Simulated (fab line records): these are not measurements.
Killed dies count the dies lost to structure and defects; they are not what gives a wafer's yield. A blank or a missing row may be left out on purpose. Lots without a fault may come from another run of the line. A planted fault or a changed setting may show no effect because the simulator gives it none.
Which tool did it? :: flow nand harc :: 40 wafers from 14 lots sampled at 4 of the route's 1302 steps

WHAT THE GAUGES SHOWED, per wafer
NHARC_A_ONON_D1_THK_MEAS_21: measures by ellipsometry. Usual: thk nm at 1000 nm, with a standard deviation of 9.7.
lot: L374
measured: day 8 12:11
on: film metro-02
thk nm (nm): 998 999 998
flag: 

lot: L376
measured: day 9 03:32
on: film metro-02
thk nm (nm): 998 998 998
flag: 

lot: L375
measured: day 9 03:30
on: film metro-01
thk nm (nm): 1023 1022 1021
flag: 

lot: L377
measured: day 9 13:50
on: film metro-01
thk nm (nm): 1007 1008 1009
flag: 

lot: L380
measured: day 10 14:19
on: film metro-02
thk nm (nm): 1005 1007 1007
flag: 

lot: L381
measured: day 11 11:07
on: film metro-02
thk nm (nm): 992 991 993
flag: 

lot: L382
measured: day 11 14:53
on: film metro-01
thk nm (nm): 1016 1015 1016
flag: 

lot: L383
measured: day 12 03:58
on: film metro-01
thk nm (nm): 1005 1006 1004
flag: 

lot: L384
measured: day 12 10:56
on: film metro-01
thk nm (nm): 999 996 997
flag: 

lot: L385
measured: day 12 17:34
on: film metro-02
thk nm (nm): 1002 1002 1001
flag: 

lot: L392
measured: day 15 18:31
on: film metro-01
thk nm (nm): 984 514
flag: OFF

lot: L393
measured: day 16 00:48
on: film metro-02
thk nm (nm): 528 997
flag: OFF

lot: L395
measured: day 16 19:47
on: film metro-01
thk nm (nm): 985 985 986
flag: 

lot: L397
measured: day 17 19:41
on: film metro-02
thk nm (nm): 1004 1003 1004
flag: 

NHARC_A_ONON_D1_INSPECT_32. Usual: raw defect count at 76, with a standard deviation of 28.
lot: L374
measured: day 8 14:26
on: defect inspect-01
raw defect count: 54 64 65
flag: 

lot: L376
measured: day 9 05:47
on: defect inspect-01
raw defect count: 98 115 89
flag: 

lot: L375
measured: day 9 05:45
on: defect inspect-02
raw defect count: 178 98 87
flag: 

lot: L377
measured: day 9 16:04
on: defect inspect-02
raw defect count: 64 47 109
flag: 

lot: L380
measured: day 10 16:33
on: defect inspect-02
raw defect count: 103 52 87
flag: 

lot: L381
measured: day 11 13:22
on: defect inspect-01
raw defect count: 109 134 57
flag: 

lot: L382
measured: day 11 17:08
on: defect inspect-01
raw defect count: 35 95 92
flag: 

lot: L383
measured: day 12 06:12
on: defect inspect-01
raw defect count: 62 72 54
flag: 

lot: L384
measured: day 12 13:10
on: defect inspect-01
raw defect count: 46 87 70
flag: 

lot: L385
measured: day 12 19:47
on: defect inspect-02
raw defect count: 118 57 81
flag: 

lot: L392
measured: day 15 20:45
on: defect inspect-01
raw defect count: 118 106
flag: 

lot: L393
measured: day 16 03:02
on: defect inspect-01
raw defect count: 48 39
flag: 

lot: L395
measured: day 16 22:02
on: defect inspect-02
raw defect count: 53 96 93
flag: 

lot: L397
measured: day 17 21:57
on: defect inspect-01
raw defect count: 82 89 79
flag: 

TOOL THAT RAN EACH LOT (tool first, then ch and the chambers of the sampled wafers, then the start)
lot: L374
NHARC_A_ZERO_WELL_ETCH_19: rie diel-11 ch 2,3, day 6 23:56
NHARC_A_ONON_D1_DEP_19: pecvd onon-01 ch 0, day 8 11:40

lot: L376
NHARC_A_ZERO_WELL_ETCH_19: rie diel-13 ch 0,1,2, day 7 16:29
NHARC_A_ONON_D1_DEP_19: pecvd onon-01 ch 0, day 9 03:08

lot: L375
NHARC_A_ZERO_WELL_ETCH_19: rie diel-10 ch 1,2, day 7 16:39
NHARC_A_ONON_D1_DEP_19: pecvd onon-03 ch 0, day 9 02:59

lot: L377
NHARC_A_ZERO_WELL_ETCH_19: rie diel-10 ch 1,2,3, day 8 04:36
NHARC_A_ONON_D1_DEP_19: pecvd onon-01 ch 0, day 9 13:20

lot: L380
NHARC_A_ZERO_WELL_ETCH_19: rie diel-13 ch 1,2,3, day 9 05:07
NHARC_A_ONON_D1_DEP_19: pecvd onon-01 ch 0, day 10 13:52

lot: L381
NHARC_A_ZERO_WELL_ETCH_19: rie diel-11 ch 0,3, day 9 21:43
NHARC_A_ONON_D1_DEP_19: pecvd onon-01 ch 0, day 11 10:44

lot: L382
NHARC_A_ZERO_WELL_ETCH_19: rie diel-11 ch 0,1,3, day 10 04:29
NHARC_A_ONON_D1_DEP_19: pecvd onon-03 ch 0, day 11 14:33

lot: L383
NHARC_A_ZERO_WELL_ETCH_19: rie diel-13 ch 0,3, day 10 17:07
NHARC_A_ONON_D1_DEP_19: pecvd onon-04 ch 0, day 12 03:26

lot: L384
NHARC_A_ZERO_WELL_ETCH_19: rie diel-11 ch 0,2, day 11 02:36
NHARC_A_ONON_D1_DEP_19: pecvd onon-04 ch 0, day 12 10:28

lot: L385
NHARC_A_ZERO_WELL_ETCH_19: rie diel-13 ch 0,1, day 11 06:18
NHARC_A_ONON_D1_DEP_19: pecvd onon-03 ch 0, day 12 17:13

lot: L392
NHARC_A_ZERO_WELL_ETCH_19: rie diel-13 ch 0,3, day 14 09:55
NHARC_A_ONON_D1_DEP_19: pecvd onon-03 ch 0, day 15 18:08

lot: L393
NHARC_A_ZERO_WELL_ETCH_19: rie diel-13 ch 0,2, day 14 13:13
NHARC_A_ONON_D1_DEP_19: pecvd onon-03 ch 0, day 16 00:17

lot: L395
NHARC_A_ZERO_WELL_ETCH_19: rie diel-10 ch 1,2,3, day 15 12:43
NHARC_A_ONON_D1_DEP_19: pecvd onon-01 ch 0, day 16 19:17

lot: L397
NHARC_A_ZERO_WELL_ETCH_19: rie diel-13 ch 0,1,3, day 16 11:41
NHARC_A_ONON_D1_DEP_19: pecvd onon-01 ch 0, day 17 19:21
- NHARC_A_ZERO_WELL_ETCH_19: etches the open film in N2/H2, target depth 80 nm, overetch 24 nm, time 87.88 s.
- NHARC_A_ONON_D1_DEP_19: target thk 1000 nm.

WHAT THE TOOLS THEMSELVES READ (means of the sampled wafers that have a number; where no wafer has one, the mark that the record gives instead)
NHARC_A_ZERO_WELL_ETCH_19. Usual: drypump motor current A 5.5 A, standard deviation 0.48; mfc ar sccm 0.003 sccm, standard deviation 0.0053; oes product au 1.001 a.u., standard deviation 0.0097; rf vpp V 428.1 V, standard deviation 2.2; showerhead plenum p Torr 1.96 Torr, standard deviation 0.072; throttle valve pct 14.171 %, standard deviation 0.0089.
lot: L374
tool: rie diel-11
drypump motor current A (A): 6.2
mfc ar sccm (sccm): 0.001
oes product au (a.u.): 0.995
rf vpp V (V): 427.7
showerhead plenum p Torr (Torr): 1.90
throttle valve pct (%): 14.167
flag: 

lot: L376
tool: rie diel-13
drypump motor current A (A): 5.2
mfc ar sccm (sccm): 0.004
oes product au (a.u.): 1.002
rf vpp V (V): 426.8
showerhead plenum p Torr (Torr): 1.91
throttle valve pct (%): 14.169
flag: 

lot: L375
tool: rie diel-10
drypump motor current A (A): 6.2
mfc ar sccm (sccm): 0.000
oes product au (a.u.): 1.003
rf vpp V (V): 430.8
showerhead plenum p Torr (Torr): 2.05
throttle valve pct (%): 14.173
flag: 

lot: L377
tool: rie diel-10
drypump motor current A (A): 6.4
mfc ar sccm (sccm): 0.000
oes product au (a.u.): 0.999
rf vpp V (V): 429.2
showerhead plenum p Torr (Torr): 2.00
throttle valve pct (%): 14.178
flag: 

lot: L380
tool: rie diel-13
drypump motor current A (A): 5.2
mfc ar sccm (sccm): 0.004
oes product au (a.u.): 1.005
rf vpp V (V): 428.3
showerhead plenum p Torr (Torr): 1.94
throttle valve pct (%): 14.172
flag: 

lot: L381
tool: rie diel-11
drypump motor current A (A): 6.3
mfc ar sccm (sccm): 0.000
oes product au (a.u.): 0.996
rf vpp V (V): 427.6
showerhead plenum p Torr (Torr): 1.95
throttle valve pct (%): 14.177
flag: 

lot: L382
tool: rie diel-11
drypump motor current A (A): 5.9
mfc ar sccm (sccm): 0.000
oes product au (a.u.): 1.013
rf vpp V (V): 429.5
showerhead plenum p Torr (Torr): 2.00
throttle valve pct (%): 14.165
flag: 

lot: L383
tool: rie diel-13
drypump motor current A (A): 5.4
mfc ar sccm (sccm): 0.000
oes product au (a.u.): 0.996
rf vpp V (V): 429.2
showerhead plenum p Torr (Torr): 1.96
throttle valve pct (%): 14.175
flag: 

lot: L384
tool: rie diel-11
drypump motor current A (A): 5.8
mfc ar sccm (sccm): 0.001
oes product au (a.u.): 1.022
rf vpp V (V): 430.4
showerhead plenum p Torr (Torr): 2.02
throttle valve pct (%): 14.174
flag: 

lot: L385
tool: rie diel-13
drypump motor current A (A): 5.3
mfc ar sccm (sccm): 0.004
oes product au (a.u.): 1.004
rf vpp V (V): 426.2
showerhead plenum p Torr (Torr): 1.91
throttle valve pct (%): 14.169
flag: 

lot: L392
tool: rie diel-13
drypump motor current A (A): 5.3
mfc ar sccm (sccm): 0.000
oes product au (a.u.): 0.999
rf vpp V (V): 428.6
showerhead plenum p Torr (Torr): 1.95
throttle valve pct (%): 14.166
flag: 

lot: L393
tool: rie diel-13
drypump motor current A (A): 5.2
mfc ar sccm (sccm): 0.000
oes product au (a.u.): 0.992
rf vpp V (V): 427.1
showerhead plenum p Torr (Torr): 1.91
throttle valve pct (%): 14.173
flag: 

lot: L395
tool: rie diel-10
drypump motor current A (A): 6.4
mfc ar sccm (sccm): 0.000
oes product au (a.u.): 1.001
rf vpp V (V): 429.4
showerhead plenum p Torr (Torr): 1.99
throttle valve pct (%): 14.180
flag: 

lot: L397
tool: rie diel-13
drypump motor current A (A): 5.4
mfc ar sccm (sccm): 0.004
oes product au (a.u.): 0.994
rf vpp V (V): 427.9
showerhead plenum p Torr (Torr): 1.94
throttle valve pct (%): 14.169
flag: 

THE ANSWER, worked out from the rows above alone
Rule: a lot counts as off when the mean over its wafers that have a number is more than 3 standard deviations away from the usual mean. A lot without any number at a reading at which 4 lots or more have one is off too. Any other lot the step has rows for is counted as sound. The gauges are gone through in route order, then the tools' own readings, and for those a lot's mean is taken as printed above. At the first step where some lot is off, the reading lying furthest off is the one used; lots without a number count as furthest.
Off at NHARC_A_ONON_D1_THK_MEAS_21 (thk nm): L392, L393.
A tool fits if, at a process step before that reading, it ran every lot that is off, and no sound lot after the first of them. The gauges at NHARC_A_ONON_D1_THK_MEAS_21 are tried like those tools. One fits: pecvd onon-03 at NHARC_A_ONON_D1_DEP_19. Its last sound lot is L385 (day 12 17:13), its first lot that is off L392 (day 15 18:08): a fault that began between those two fits.

WHAT THE SIMULATOR HAD INSERTED
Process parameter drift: pecvd onon-03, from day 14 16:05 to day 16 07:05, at NHARC_A_ONON_D1_DEP_19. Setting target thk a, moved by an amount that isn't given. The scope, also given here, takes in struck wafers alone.
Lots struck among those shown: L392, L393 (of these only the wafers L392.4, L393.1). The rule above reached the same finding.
